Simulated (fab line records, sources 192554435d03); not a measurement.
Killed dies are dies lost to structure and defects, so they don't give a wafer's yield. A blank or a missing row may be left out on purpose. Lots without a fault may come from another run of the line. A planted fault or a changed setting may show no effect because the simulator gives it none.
fab line records | flow n5_finfet
record lots=5 wafers=15 last_day=17
route steps=1938 shown BEOL_M6@1199
lots that met no fault: from a run of the same line without faults
start_h: hours from the record's first day to the start of the lot's first wafer shown | wait_h: hours since the lot's step before | " the same as in the row above | L1.1+2: a row that stands for several wafers | - no value, or no start given | * or withheld: withheld | < > ~ a bound
route shown NAME@n: a module of which the file shows steps, and the number in the route of the first | usual: mean/standard deviation of fault-free wafers | same: alike in all rows | chamber/n: place in a boat | sites: the reading at each site | _std_site: their standard deviation | _edge_site: outer sites' mean less inner sites' | radius_mm: how far each site lies from the wafer's centre | mask NAME#n: copy n | behind: the tool/chamber that last shaped the wafer | hold: why the lot was held/for how many hours/how that ended | device: the transistor (n, p or np) that didn't switch | end of line: the same wafers' tests at the end of the route | a step without rows: its recipe alone | killed: dies lost to structure and defects at the first sort, not the wafer's yield | map: a wafer's dies, x killed, . not, _ none there
set.NAME: the setting as run; set.NAME@STEP: as run at that earlier step | model.NAME: the simulator's own value behind a step, which no gauge read
lots at some steps of the route; a table a step, a row a wafer
services: from which hour (start_h, from the record's first day; less than 0 if before it) a tool's chamber was out of use, for how many hours, and why
## steps
# step N5_BEOL_M6_COAT_59
# recipe resist=SOC temp_c=250 time_s=60 spin_rpm=1500 resist_thk_nm=100
# columns lot.wafer tool chamber start_h wait_h
L077.3+4+5 litho_track-05 0 195.04 0.1
L080.2+3+4 litho_track-04 0 215.36 0.1
L084.2+5+6 litho_track-01 0 240.91 0.1
L095.2+4+5 litho_track-04 0 310.17 0.1
L097.2+4+5 litho_track-05 0 324.41 0.1
# step N5_BEOL_M6_COAT_60
# recipe resist=SiARC temp_c=220 time_s=60 spin_rpm=1500 resist_thk_nm=35
# columns lot.wafer tool chamber start_h wait_h
L077.3+4+5 litho_track-05 0 - -
L080.2+3+4 litho_track-04 0 - -
L084.2+5+6 litho_track-01 0 - -
L095.2+4+5 litho_track-04 0 - -
L097.2+4+5 litho_track-05 0 - -
# step N5_BEOL_M6_COAT_05
# recipe resist=CAR-ArF spin_rpm=1500 resist_thk_nm=90
# columns lot.wafer tool chamber start_h wait_h
L077.3+4+5 litho_track-05 0 - -
L080.2+3+4 litho_track-04 0 - -
L084.2+5+6 litho_track-01 0 - -
L095.2+4+5 litho_track-04 0 - -
L097.2+4+5 litho_track-05 0 - -
# step N5_BEOL_M6_EBR_07
# recipe solvent=PGMEA ebr_width_mm=1.5
# columns lot.wafer tool chamber start_h wait_h
L077.3+4+5 litho_track-05 0 - -
L080.2+3+4 litho_track-04 0 - -
L084.2+5+6 litho_track-01 0 - -
L095.2+4+5 litho_track-04 0 - -
L097.2+4+5 litho_track-05 0 - -
# step N5_BEOL_M6_SOFTBAKE_06
# recipe temp_c=110 time_s=60 resist=CAR-ArF
# columns lot.wafer tool chamber start_h wait_h
L077.3+4+5 litho_track-05 0 - -
L080.2+3+4 litho_track-04 0 - -
L084.2+5+6 litho_track-01 0 - -
L095.2+4+5 litho_track-04 0 - -
L097.2+4+5 litho_track-05 0 - -
# step N5_BEOL_M6_EXPOSE_08
# recipe mask_id=M6 na=1.35 source_shape=dipole sigma_inner=0.817 sigma_outer=0.97 polarization=te dose_mj=68.25
# usual exposure_dose_mJ_cm2=68.20/0.062
# columns lot.wafer tool chamber start_h wait_h mask exposure_dose_mJ_cm2
L077.3 arfi_scanner-01 0 195.17 - M6#0 68.20
L077.4 " 0 " " M6#0 68.32
L077.5 " 0 " " M6#0 68.26
L080.2 arfi_scanner-03 0 215.61 - M6#0 68.25
L080.3 " 0 " " M6#0 68.22
L080.4 " 0 " " M6#0 68.25
L084.2 arfi_scanner-03 0 241.16 - M6#0 68.11
L084.5 " 0 " " M6#0 68.16
L084.6 " 0 " " M6#0 68.11
L095.2 arfi_scanner-03 0 310.30 - M6#0 68.24
L095.4 " 0 " " M6#0 68.19
L095.5 " 0 " " M6#0 68.20
L097.2 arfi_scanner-02 0 324.66 - M6#0 68.08
L097.4 " 0 " " M6#0 68.21
L097.5 " 0 " " M6#0 68.12
# step N5_BEOL_M6_PEB_09
# recipe peb_temp_c=withheld peb_time_s=60 resist=CAR-ArF
# columns lot.wafer tool chamber start_h wait_h
L077.3+4+5 litho_track-05 0 195.22 0.0
L080.2+3+4 litho_track-05 0 215.67 0.0
L084.2+5+6 litho_track-01 0 241.22 0.0
L095.2+4+5 litho_track-01 0 310.35 0.0
L097.2+4+5 litho_track-04 0 324.72 0.0
# step N5_BEOL_M6_DEVELOP_10
# recipe develop_time_s=30 developer=TMAH resist=CAR-ArF rinse_liquid=diw dry=air_spin dev_temp_c=23
# columns lot.wafer tool chamber start_h wait_h
L077.3+4+5 litho_track-05 0 - -
L080.2+3+4 litho_track-05 0 - -
L084.2+5+6 litho_track-01 0 - -
L095.2+4+5 litho_track-01 0 - -
L097.2+4+5 litho_track-04 0 - -
# step N5_BEOL_M6_CD_MEAS_11
# recipe target_cd_nm=38.5 landing_energy_ev=500 detector=se_inlens polarity=opening
# usual cd_nm=38.2/0.65
# columns lot.wafer tool chamber start_h wait_h cd_nm
L077.3 cd_sem-03 0 195.29 - 38.0
L077.4 " 0 " " 38.4
L077.5 " 0 " " 37.8
L080.2 cd_sem-02 0 215.73 - 38.9
L080.3 " 0 " " 38.2
L080.4 " 0 " " 38.0
L084.2 cd_sem-01 0 241.29 - 38.5
L084.5 " 0 " " 37.2
L084.6 " 0 " " 38.0
L095.2 cd_sem-03 0 310.42 - 38.4
L095.4 " 0 " " 38.8
L095.5 " 0 " " 40.5
L097.2 cd_sem-01 0 324.79 - 37.6
L097.4 " 0 " " 37.6
L097.5 " 0 " " 38.1
# step N5_BEOL_M6_OVL_MEAS_12
# recipe points_per_wafer=44
# usual M6_OVL=0.0/0.69
# columns lot.wafer tool chamber start_h wait_h M6_OVL[nm]
L077.3 overlay-01 0 195.32 0.0 0.0
L077.4 " 0 " " 1.4
L077.5 " 0 " " -0.4
L080.2 overlay-01 0 215.76 0.0 -0.2
L080.3 " 0 " " -0.9
L080.4 " 0 " " -0.5
L084.2 overlay-02 0 241.32 0.0 -0.4
L084.5 " 0 " " 0.0
L084.6 " 0 " " -0.2
L095.2 overlay-02 0 310.45 0.0 0.6
L095.4 " 0 " " 0.5
L095.5 " 0 " " 0.9
L097.2 overlay-01 0 324.82 0.0 -1.4
L097.4 " 0 " " 0.3
L097.5 " 0 " " -1.0
# step N5_BEOL_M6_INSPECT_13
# recipe mode=adi inspect_instrument=brightfield
# usual raw_defect_count=410/89
# columns lot.wafer tool chamber start_h wait_h raw_defect_count
L077.3 defect_inspect-02 - 195.34 0.0 284
L077.4 " - " " 385
L077.5 " - " " 301
L080.2 defect_inspect-02 - 215.79 0.0 455
L080.3 " - " " 378
L080.4 " - " " 358
L084.2 defect_inspect-01 - 241.34 0.0 399
L084.5 " - " " 410
L084.6 " - " " 418
L095.2 defect_inspect-01 - 310.47 0.0 453
L095.4 " - " " 390
L095.5 " - " " 372
L097.2 defect_inspect-02 - 324.84 0.0 413
L097.4 " - " " 608
L097.5 " - " " 320
# step N5_BEOL_M6_DESCUM_16
# recipe chemistry=O2 time_s=7.9 source_power_w=50 bias_power_w=20 pressure_mtorr=20 rf_frequency_hz=2.712e+07 temp_c=40 resist=CAR-ArF o2_flow_sccm=225
# usual bias_power_w=19.99/0.066 drypump_motor_current_A=5.7/0.42 oes_product_au=0.81/0.093 rf_vpp_V=243.8/1.3 showerhead_plenum_p_Torr=2.12/0.066 throttle_valve_pct=20.30/0.22
# columns lot.wafer tool chamber start_h wait_h bias_power_w drypump_motor_current_A oes_product_au rf_hours_counter_h rf_vpp_V showerhead_plenum_p_Torr throttle_valve_pct
L077.3 rie_diel-05 2 195.38 0.0 20.05 6.3 0.80 105 244.0 2.22 20.51
L077.4 " 3 " " 19.92 5.6 0.91 - 245.7 2.23 20.27
L077.5 " 2 " " 20.06 6.3 0.80 - 245.5 2.22 20.52
L080.2 rie_diel-05 1 215.92 0.1 20.07 5.2 1.00 6 243.9 2.14 20.22
L080.3 " 0 " " 19.97 6.0 0.74 208 244.2 2.13 20.06
L080.4 " 2 " " 20.10 6.3 0.80 111 246.4 2.21 20.53
L084.2 rie_diel-06 0 241.38 0.0 19.95 5.7 0.75 152 244.2 2.06 20.00
L084.5 " 0 " " 19.96 5.7 0.75 - 244.0 2.06 20.01
L084.6 " 3 " " 19.98 5.8 0.71 - 243.6 2.04 20.41
L095.2 rie_diel-06 0 310.51 0.0 19.95 5.7 0.74 181 243.0 2.05 20.05
L095.4 " 3 " " 20.05 5.8 0.70 235 243.6 2.03 20.45
L095.5 " 2 " " 19.99 6.2 0.72 - 243.3 2.15 20.00
L097.2 rie_diel-04 0 325.92 1.1 20.09 5.9 0.84 74 243.4 2.03 20.22
L097.4 " 2 " " 19.93 4.8 0.90 - 244.8 2.14 20.51
L097.5 " 3 " " 20.03 5.4 0.84 - 242.2 2.06 20.45
# step N5_BEOL_M6_ETCH_61
# recipe chemistry=CF4 target=SiARC target_depth_a=455 mask_material=CAR-ArF time_s=75.8 ion_energy_ev=80 pressure_mtorr=40 source_w=545 bias_w=36 Ar_flow_sccm=100 cf4_flow_sccm=100 ends=cleared
# usual drypump_motor_current_A=5.7/0.42 etch_rf_on_time_s=74.8/3 oes_product_au=0.70/0.079 rf_vpp_V=184.5/1.1 showerhead_plenum_p_Torr=2.18/0.059 throttle_valve_pct=15.53/0.21
# columns lot.wafer tool chamber start_h wait_h drypump_motor_current_A etch_rf_on_time_s oes_product_au rf_hours_counter_h rf_vpp_V showerhead_plenum_p_Torr throttle_valve_pct
L077.3 rie_diel-05 2 195.41 0.0 6.4 71.9 0.71 105 184.5 2.26 15.58
L077.4 " 3 " " 5.6 74.0 0.79 - 186.5 2.27 15.36
L077.5 " 2 " " 6.3 72.0 0.70 - 185.7 2.26 15.60
L080.2 rie_diel-05 1 215.96 0.0 5.2 72.8 0.85 6 184.0 2.20 15.43
L080.3 " 0 " " 6.0 73.8 0.64 208 184.5 2.22 15.59
L080.4 " 2 " " 6.3 71.4 0.70 111 185.2 2.26 15.60
L084.2 rie_diel-06 0 241.41 0.0 5.7 80.9 0.62 152 185.2 2.15 15.53
L084.5 " 0 " " 5.7 80.5 0.62 - 183.6 2.15 15.52
L084.6 " 3 " " 5.8 73.7 0.62 - 183.6 2.13 15.91
L095.2 rie_diel-06 0 310.54 0.0 5.7 79.8 0.61 181 183.9 2.14 15.56
L095.4 " 3 " " 5.8 72.4 0.61 235 184.1 2.13 15.95
L095.5 " 2 " " 6.1 72.6 0.63 - 184.2 2.20 15.30
L097.2 rie_diel-04 0 325.95 0.0 5.9 72.8 0.73 74 182.5 2.07 15.35
L097.4 " 2 " " 4.8 80.0 0.74 - 185.0 2.18 15.57
L097.5 " 3 " " 5.4 76.9 0.71 - 184.0 2.09 15.42
# step N5_BEOL_M6_ETCH_62
# recipe chemistry=N2/H2 target=SOC target_depth_a=1100 overetch_a=220 mask_material=SiARC temp_c=40 time_s=165 ion_energy_ev=200 pressure_mtorr=30 source_w=840 bias_w=150 n2_flow_sccm=200 h2_flow_sccm=200
# usual drypump_motor_current_A=5.7/0.42 oes_product_au=0.69/0.076 rf_vpp_V=525.0/2.2 showerhead_plenum_p_Torr=2.59/0.082 throttle_valve_pct=17.76/0.19
# columns lot.wafer tool chamber start_h wait_h drypump_motor_current_A oes_product_au rf_hours_counter_h rf_vpp_V showerhead_plenum_p_Torr throttle_valve_pct
L077.3 rie_diel-05 2 195.47 0.0 6.3 0.69 105 527.9 2.68 17.75
L077.4 " 3 " " 5.6 0.77 - 527.9 2.73 17.83
L077.5 " 2 " " 6.3 0.68 - 528.0 2.68 17.73
L080.2 rie_diel-05 1 216.02 0.0 5.2 0.82 6 525.6 2.61 17.64
L080.3 " 0 " " 6.1 0.62 208 526.1 2.63 17.66
L080.4 " 2 " " 6.3 0.68 111 526.8 2.67 17.76
L084.2 rie_diel-06 0 241.47 0.0 5.7 0.63 152 524.5 2.55 17.70
L084.5 " 0 " " 5.7 0.63 - 524.2 2.55 17.70
L084.6 " 3 " " 5.8 0.60 - 523.2 2.52 18.09
L095.2 rie_diel-06 0 310.60 0.0 5.7 0.62 181 522.8 2.53 17.75
L095.4 " 3 " " 5.8 0.60 235 522.7 2.51 18.12
L095.5 " 2 " " 6.1 0.61 - 524.5 2.66 17.74
L097.2 rie_diel-04 0 326.01 0.0 5.9 0.71 74 521.6 2.49 17.78
L097.4 " 2 " " 4.8 0.76 - 526.0 2.59 17.88
L097.5 " 3 " " 5.4 0.71 - 522.9 2.46 17.47
# step N5_BEOL_M6_STRIP_68
# recipe chemistry=N2/H2 temp_c=40 n2_flow_sccm=200 h2_flow_sccm=200 rf_frequency_hz=6e+07
# columns lot.wafer tool chamber start_h wait_h
L077.3+4+5 rie_diel-05 2,3,2 195.60 0.1
L080.2+3+4 rie_diel-05 1,0,2 216.15 0.1
L084.2+5+6 rie_diel-06 0,0,3 241.60 0.1
L095.2+4+5 rie_diel-06 0,3,2 310.73 0.1
L097.2+4+5 rie_diel-04 0,2,3 326.14 0.1
# step N5_BEOL_M6_STRIP_67
# recipe chemistry=CF4 resist=SiARC power_w=300 bias_power_w=75 pressure_mtorr=50 cf4_flow_sccm=150 rf_frequency_hz=6e+07
# usual bias_power_w=75.05/0.22 drypump_motor_current_A=5.7/0.43 oes_product_au=0.81/0.089 rf_vpp_V=272.0/1.4 showerhead_plenum_p_Torr=1.83/0.055 throttle_valve_pct=13.51/0.22
# columns lot.wafer tool chamber start_h wait_h bias_power_w drypump_motor_current_A oes_product_au rf_hours_counter_h rf_vpp_V showerhead_plenum_p_Torr throttle_valve_pct
L077.3 rie_diel-05 2 195.61 0.0 74.83 6.3 0.81 105 272.8 1.89 13.53
L077.4 " 3 " " 75.03 5.6 0.91 - 274.4 1.92 13.33
L077.5 " 2 " " 74.92 6.3 0.80 - 272.6 1.89 13.51
L080.2 rie_diel-05 1 216.16 0.0 74.69 5.2 0.97 6 273.4 1.85 13.37
L080.3 " 0 " " 74.89 6.0 0.74 208 273.2 1.87 13.66
L080.4 " 2 " " 75.55 6.3 0.80 111 273.3 1.89 13.53
L084.2 rie_diel-06 0 241.61 0.0 75.13 5.7 0.76 152 269.7 1.80 13.50
L084.5 " 0 " " 75.06 5.7 0.75 - 271.1 1.80 13.50
L084.6 " 3 " " 75.20 5.8 0.72 - 269.6 1.79 13.90
L095.2 rie_diel-06 0 310.74 0.0 75.17 5.7 0.72 181 271.8 1.79 13.54
L095.4 " 3 " " 75.42 5.8 0.70 236 272.0 1.78 13.93
L095.5 " 2 " " 75.19 6.1 0.71 - 271.7 1.83 13.32
L097.2 rie_diel-04 0 326.15 0.0 74.74 5.9 0.82 74 270.1 1.73 13.32
L097.4 " 2 " " 74.74 4.8 0.89 - 272.8 1.83 13.51
L097.5 " 3 " " 75.19 5.4 0.84 - 272.3 1.74 13.32
# step N5_BEOL_M6_HM_OPEN_17
# recipe chemistry=Cl2/BCl3 target_depth_a=200 overetch_a=60 target=TiN mask_material=SOC ion_energy_ev=150 pressure_mtorr=10 icp_w=1000 bias_w=126 Cl2_flow_sccm=53.25 bcl3_flow_sccm=21.75 Ar_flow_sccm=25
# usual drypump_motor_current_A=5.7/0.57 oes_product_au=0.67/0.072 throttle_valve_pct=21.99/0.25
# columns lot.wafer tool chamber start_h wait_h drypump_motor_current_A oes_product_au rf_hours_counter_h throttle_valve_pct
L077.3 rie_metal-01 1 195.68 0.1 6.2 0.64 - 21.75
L077.4 " 0 " " 5.2 0.66 - 22.35
L077.5 " 1 " " 6.2 0.63 - 21.74
L080.2 rie_metal-01 1 216.20 0.0 6.2 0.63 52 21.76
L080.3 " 0 " " 5.2 0.67 - 22.32
L080.4 " 1 " " 6.2 0.62 - 21.78
L084.2 rie_metal-03 1 241.65 0.0 4.9 0.74 12 22.26
L084.5 " 1 " " 4.9 0.75 - 22.24
L084.6 " 0 " " 5.8 0.58 - 22.02
L095.2 rie_metal-02 0 310.78 0.0 6.6 0.77 8 21.70
L095.4 " 0 " " 6.6 0.76 - 21.71
L095.5 " 0 " " 6.6 0.76 - 21.71
L097.2 rie_metal-02 0 326.19 0.0 6.6 0.78 10 21.69
L097.4 " 1 " " 5.5 0.69 - 21.75
L097.5 " 1 " " 5.5 0.69 - 21.75
# step N5_BEOL_M6_STRIP_19
# recipe chemistry=O2 power_w=400 temp_c=40 pressure_mtorr=30 rf_frequency_hz=6e+07 bias_power_w=0 overash_fraction=0.2 o2_flow_sccm=225
# usual drypump_motor_current_A=5.7/0.45 oes_product_au=0.80/0.098 rf_vpp_V=3.6/0.61 showerhead_plenum_p_Torr=2.14/0.063 throttle_valve_pct=16.56/0.19
# same bias_power_w=0
# columns lot.wafer tool chamber start_h wait_h drypump_motor_current_A oes_product_au rf_hours_counter_h rf_vpp_V showerhead_plenum_p_Torr throttle_valve_pct
L077.3 rie_diel-06 1 195.79 0.1 6.1 0.68 232 3.7 2.08 16.78
L077.4 " 3 " " 5.8 0.73 197 3.2 2.05 16.67
L077.5 " 3 " " 5.8 0.73 - 4.0 2.05 16.70
L080.2 rie_diel-06 1 216.75 0.5 6.1 0.67 240 2.8 2.08 16.80
L080.3 " 3 " " 5.8 0.72 206 4.5 2.04 16.70
L080.4 " 0 " " 5.8 0.77 144 3.6 2.06 16.33
L084.2 rie_diel-06 2 241.76 0.1 6.1 0.73 189 4.7 2.17 16.32
L084.5 " 1 " " 6.2 0.66 - 3.6 2.07 16.80
L084.6 " 2 " " 6.1 0.73 - 2.5 2.17 16.32
L095.2 rie_diel-06 3 310.90 0.1 5.8 0.71 236 4.6 2.03 16.78
L095.4 " 2 " " 6.1 0.70 216 2.9 2.16 16.34
L095.5 " 1 " " 6.1 0.96 - 3.3 2.07 16.34
L097.2 rie_diel-05 1 326.34 0.1 5.2 0.91 45 2.9 2.13 16.51
L097.4 " 0 " " 6.1 0.70 244 3.5 2.13 16.50
L097.5 " 2 " " 6.3 0.75 - 3.5 2.20 16.74
# step N5_BEOL_M6_CD_MEAS_18
# recipe pitch_nm=80 target_cd_nm=40
# usual cd_nm=39.7/0.78
# columns lot.wafer tool chamber start_h wait_h cd_nm
L077.3 cd_sem-03 - 195.86 0.1 40.0
L077.4 " - " " 40.0
L077.5 " - " " 38.7
L080.2 cd_sem-03 - 216.82 0.1 40.6
L080.3 " - " " 39.2
L080.4 " - " " 39.6
L084.2 cd_sem-03 - 241.84 0.1 39.7
L084.5 " - " " 37.9
L084.6 " - " " 39.6
L095.2 cd_sem-03 - 310.98 0.1 39.9
L095.4 " - " " 41.1
L095.5 " - " " 41.9
L097.2 cd_sem-01 - 326.41 0.1 38.9
L097.4 " - " " 39.2
L097.5 " - " " 40.1
# step N5_BEOL_M6_COAT_63
# recipe resist=SOC temp_c=250 time_s=60 spin_rpm=1500 resist_thk_nm=60
# columns lot.wafer tool chamber start_h wait_h
L077.3+4+5 litho_track-05 0 196.12 0.3
L080.2+3+4 litho_track-01 0 216.87 0.0
L084.2+5+6 litho_track-05 0 242.18 0.3
L095.2+4+5 litho_track-01 0 311.16 0.2
L097.2+4+5 litho_track-04 0 326.46 0.0
# step N5_BEOL_M6_COAT_64
# recipe resist=SiARC temp_c=220 time_s=60 spin_rpm=1500 resist_thk_nm=12
# columns lot.wafer tool chamber start_h wait_h
L077.3+4+5 litho_track-05 0 - -
L080.2+3+4 litho_track-01 0 - -
L084.2+5+6 litho_track-05 0 - -
L095.2+4+5 litho_track-01 0 - -
L097.2+4+5 litho_track-04 0 - -
# step N5_BEOL_M6_COAT_71
# recipe resist=underlayer temp_c=205 time_s=60 spin_rpm=1500 resist_thk_nm=5
# columns lot.wafer tool chamber start_h wait_h
L077.3+4+5 litho_track-05 0 - -
L080.2+3+4 litho_track-01 0 - -
L084.2+5+6 litho_track-05 0 - -
L095.2+4+5 litho_track-01 0 - -
L097.2+4+5 litho_track-04 0 - -
# step N5_BEOL_M6_COAT_22
# recipe resist=CAR-EUV spin_rpm=1500 resist_thk_nm=30
# columns lot.wafer tool chamber start_h wait_h
L077.3+4+5 litho_track-05 0 - -
L080.2+3+4 litho_track-01 0 - -
L084.2+5+6 litho_track-05 0 - -
L095.2+4+5 litho_track-01 0 - -
L097.2+4+5 litho_track-04 0 - -
# step N5_BEOL_M6_EBR_24
# recipe solvent=PGMEA ebr_width_mm=1.5
# columns lot.wafer tool chamber start_h wait_h
L077.3+4+5 litho_track-05 0 - -
L080.2+3+4 litho_track-01 0 - -
L084.2+5+6 litho_track-05 0 - -
L095.2+4+5 litho_track-01 0 - -
L097.2+4+5 litho_track-04 0 - -
# step N5_BEOL_M6_SOFTBAKE_23
# recipe temp_c=110 time_s=60 resist=CAR-EUV
# columns lot.wafer tool chamber start_h wait_h
L077.3+4+5 litho_track-05 0 - -
L080.2+3+4 litho_track-01 0 - -
L084.2+5+6 litho_track-05 0 - -
L095.2+4+5 litho_track-01 0 - -
L097.2+4+5 litho_track-04 0 - -
# step N5_BEOL_M6_EXPOSE_25
# recipe mask_id=V5 na=0.33 source_shape=annular sigma_inner=0.4 sigma_outer=0.8 polarization=unpolarized target_cd_nm=40 dose_mj=45
# usual exposure_dose_mJ_cm2=44.86/0.05
# columns lot.wafer tool chamber start_h wait_h mask exposure_dose_mJ_cm2
L077.3 euv_scanner-02 0 196.27 - V5#0 44.79
L077.4 " 0 " " V5#0 44.90
L077.5 " 0 " " V5#0 44.83
L080.2 euv_scanner-02 0 217.14 - V5#0 44.88
L080.3 " 0 " " V5#0 44.92
L080.4 " 0 " " V5#0 44.83
L084.2 euv_scanner-01 0 242.48 - V5#0 44.86
L084.5 " 0 " " V5#0 44.84
L084.6 " 0 " " V5#0 44.86
L095.2 euv_scanner-01 0 311.31 - V5#0 44.94
L095.4 " 0 " " V5#0 44.97
L095.5 " 0 " " V5#0 44.86
L097.2 euv_scanner-01 0 326.60 - V5#0 44.88
L097.4 " 0 " " V5#0 44.82
L097.5 " 0 " " V5#0 44.89
# step N5_BEOL_M6_PEB_26
# recipe peb_temp_c=100 peb_time_s=60 resist=CAR-EUV
# columns lot.wafer tool chamber start_h wait_h
L077.3+4+5 litho_track-01 0 196.32 0.0
L080.2+3+4 litho_track-01 0 217.21 0.1
L084.2+5+6 litho_track-04 0 242.54 0.1
L095.2+4+5 litho_track-05 0 311.37 0.1
L097.2+4+5 litho_track-04 0 326.66 0.1
# step N5_BEOL_M6_DEVELOP_27
# recipe develop_time_s=30 developer=TMAH resist=CAR-EUV rinse_liquid=surfactant_rinse dry=air_spin dev_temp_c=23
# columns lot.wafer tool chamber start_h wait_h
L077.3+4+5 litho_track-01 0 - -
L080.2+3+4 litho_track-01 0 - -
L084.2+5+6 litho_track-04 0 - -
L095.2+4+5 litho_track-05 0 - -
L097.2+4+5 litho_track-04 0 - -
# step N5_BEOL_M6_CD_MEAS_28
# recipe target_cd_nm=40 landing_energy_ev=500 detector=se_inlens
# usual cd_nm=40.07/0.23
# columns lot.wafer tool chamber start_h wait_h cd_nm
L077.3 cd_sem-03 0 196.39 - 40.43
L077.4 " 0 " " 39.92
L077.5 " 0 " " 39.69
L080.2 cd_sem-03 0 217.27 - 39.78
L080.3 " 0 " " 40.19
L080.4 " 0 " " 40.02
L084.2 cd_sem-03 0 242.61 - 40.50
L084.5 " 0 " " 40.04
L084.6 " 0 " " 39.89
L095.2 cd_sem-01 0 311.44 - 39.75
L095.4 " 0 " " 39.85
L095.5 " 0 " " 39.83
L097.2 cd_sem-03 0 326.73 - 40.37
L097.4 " 0 " " 40.26
L097.5 " 0 " " 40.34
# step N5_BEOL_M6_OVL_MEAS_29
# recipe points_per_wafer=522
# usual V5_OVL=-0.4/0.99
# columns lot.wafer tool chamber start_h wait_h V5_OVL[nm]
L077.3 overlay-01 0 196.43 0.0 -1.0
L077.4 " 0 " " -0.9
L077.5 " 0 " " -1.2
L080.2 overlay-01 0 217.31 0.0 -0.9
L080.3 " 0 " " -0.6
L080.4 " 0 " " -0.3
L084.2 overlay-02 0 242.64 0.0 0.1
L084.5 " 0 " " -0.4
L084.6 " 0 " " -0.1
L095.2 overlay-02 0 311.47 0.0 -0.7
L095.4 " 0 " " 0.6
L095.5 " 0 " " 0.5
L097.2 overlay-01 0 326.76 0.0 0.3
L097.4 " 0 " " 0.6
L097.5 " 0 " " 1.1
# step N5_BEOL_M6_INSPECT_30
# recipe mode=adi inspect_instrument=brightfield
# usual raw_defect_count=407/91
# columns lot.wafer tool chamber start_h wait_h raw_defect_count
L077.3 defect_inspect-01 - 196.48 0.0 260
L077.4 " - " " 359
L077.5 " - " " 276
L080.2 defect_inspect-02 - 217.36 0.0 442
L080.3 " - " " 396
L080.4 " - " " 351
L084.2 defect_inspect-01 - 242.70 0.0 373
L084.5 " - " " 399
L084.6 " - " " 435
L095.2 defect_inspect-01 - 311.52 0.0 468
L095.4 " - " " 388
L095.5 " - " " 393
L097.2 defect_inspect-02 - 326.82 0.0 397
L097.4 " - " " 619
L097.5 " - " " 326
# step N5_BEOL_M6_DESCUM_33
# recipe chemistry=O2 time_s=7 source_power_w=50 bias_power_w=20 pressure_mtorr=20 rf_frequency_hz=2.712e+07 temp_c=40 resist=CAR-EUV o2_flow_sccm=225
# usual bias_power_w=20.00/0.068 drypump_motor_current_A=5.6/0.47 oes_product_au=0.84/0.098 rf_vpp_V=243.7/1.2 showerhead_plenum_p_Torr=2.13/0.063 throttle_valve_pct=20.33/0.21
# columns lot.wafer tool chamber start_h wait_h bias_power_w drypump_motor_current_A oes_product_au rf_hours_counter_h rf_vpp_V showerhead_plenum_p_Torr throttle_valve_pct
L077.3 rie_diel-05 3 196.87 0.4 19.92 5.6 0.90 17 244.8 2.23 20.30
L077.4 " 3 " " 20.02 5.6 0.90 - 243.9 2.23 20.30
L077.5 " 2 " " 20.18 6.3 0.80 - 244.0 2.22 20.50
L080.2 rie_diel-05 0 217.51 0.2 20.00 6.1 0.73 208 243.6 2.13 20.06
L080.3 " 2 " " 20.11 6.3 0.80 112 243.9 2.21 20.54
L080.4 " 1 " " 19.92 5.2 0.99 7 244.7 2.14 20.23
L084.2 rie_diel-04 2 242.73 0.0 19.98 4.8 0.99 2 244.3 2.15 20.46
L084.5 " 2 " " 20.03 4.8 0.98 - 244.7 2.15 20.47
L084.6 " 3 " " 20.01 5.4 0.90 - 243.2 2.07 20.40
L095.2 rie_diel-04 0 311.56 0.0 20.01 5.9 0.84 67 242.7 2.03 20.21
L095.4 " 0 " " 19.93 5.9 0.84 - 241.2 2.03 20.21
L095.5 " 2 " " 19.89 4.8 0.90 - 242.3 2.14 20.51
L097.2 rie_diel-05 1 326.95 0.1 20.04 5.2 0.91 46 244.6 2.13 20.29
L097.4 " 3 " " 19.86 5.6 0.83 65 247.0 2.22 20.37
L097.5 " 3 " " 20.05 5.6 0.83 - 243.9 2.22 20.36
# step N5_BEOL_M6_ETCH_72
# recipe chemistry=N2/H2 target=underlayer target_depth_a=65 mask_material=CAR-EUV time_s=5.2 ion_energy_ev=200 pressure_mtorr=30 source_w=840 bias_w=150 n2_flow_sccm=200 h2_flow_sccm=200 ends=cleared
# usual drypump_motor_current_A=5.6/0.47 etch_rf_on_time_s=5.16/0.18 oes_product_au=0.72/0.078 rf_vpp_V=525.0/2.4 showerhead_plenum_p_Torr=2.59/0.079 throttle_valve_pct=17.78/0.19
# columns lot.wafer tool chamber start_h wait_h drypump_motor_current_A etch_rf_on_time_s oes_product_au rf_hours_counter_h rf_vpp_V showerhead_plenum_p_Torr throttle_valve_pct
L077.3 rie_diel-05 3 196.90 0.0 5.6 5.13 0.79 17 529.5 2.73 17.85
L077.4 " 3 " " 5.6 5.20 0.77 - 529.6 2.73 17.86
L077.5 " 2 " " 6.3 5.03 0.70 - 527.3 2.68 17.77
L080.2 rie_diel-05 0 217.55 0.0 6.1 5.13 0.64 208 525.2 2.63 17.70
L080.3 " 2 " " 6.3 4.97 0.70 112 527.2 2.67 17.80
L080.4 " 1 " " 5.2 5.04 0.85 7 526.1 2.61 17.70
L084.2 rie_diel-04 2 242.76 0.0 4.8 5.47 0.81 2 524.5 2.60 17.85
L084.5 " 2 " " 4.8 5.47 0.81 - 526.8 2.60 17.86
L084.6 " 3 " " 5.4 5.25 0.75 - 523.6 2.47 17.46
L095.2 rie_diel-04 0 311.59 0.0 5.9 5.05 0.73 67 521.0 2.49 17.80
L095.4 " 0 " " 5.9 5.02 0.72 - 523.8 2.49 17.81
L095.5 " 2 " " 4.8 5.49 0.75 - 526.3 2.59 17.91
L097.2 rie_diel-05 1 326.99 0.0 5.2 5.00 0.77 46 528.1 2.59 17.76
L097.4 " 3 " " 5.6 5.16 0.73 65 527.4 2.71 17.93
L097.5 " 3 " " 5.6 5.17 0.71 - 529.1 2.71 17.94
## services
# columns tool chamber start_h hours kind
arfi_scanner-03 - 176.06 1.3 pm
euv_scanner-01 - 195.78 1.0 pm
euv_scanner-02 - 201.16 1.0 pm
rie_diel-06 0 207.22 4.4 repair
euv_scanner-01 - 214.51 4.6 pm
rie_diel-04 2 217.90 5.7 repair
euv_scanner-02 - 227.27 0.2 repair
arfi_scanner-03 - 227.60 1.0 pm
rie_diel-05 0 230.90 5.1 repair
rie_diel-06 3 245.02 16.7 repair
euv_scanner-01 - 251.93 1.0 pm
rie_metal-02 1 253.26 20.9 repair
rie_metal-01 0 255.82 10.7 repair
euv_scanner-02 - 256.50 4.6 pm
euv_scanner-01 - 265.95 5.8 pm
arfi_scanner-03 - 268.88 4.9 pm
euv_scanner-02 - 272.81 1.7 repair
arfi_scanner-03 - 289.29 1.3 repair
arfi_scanner-03 - 301.56 1.3 pm
rie_diel-06 2 302.78 3.3 repair
rie_diel-04 3 307.04 5.2 repair
euv_scanner-01 - 308.08 1.0 pm
euv_scanner-01 - 309.93 1.1 repair
rie_diel-04 1 324.53 5.2 repair
## key
fault none
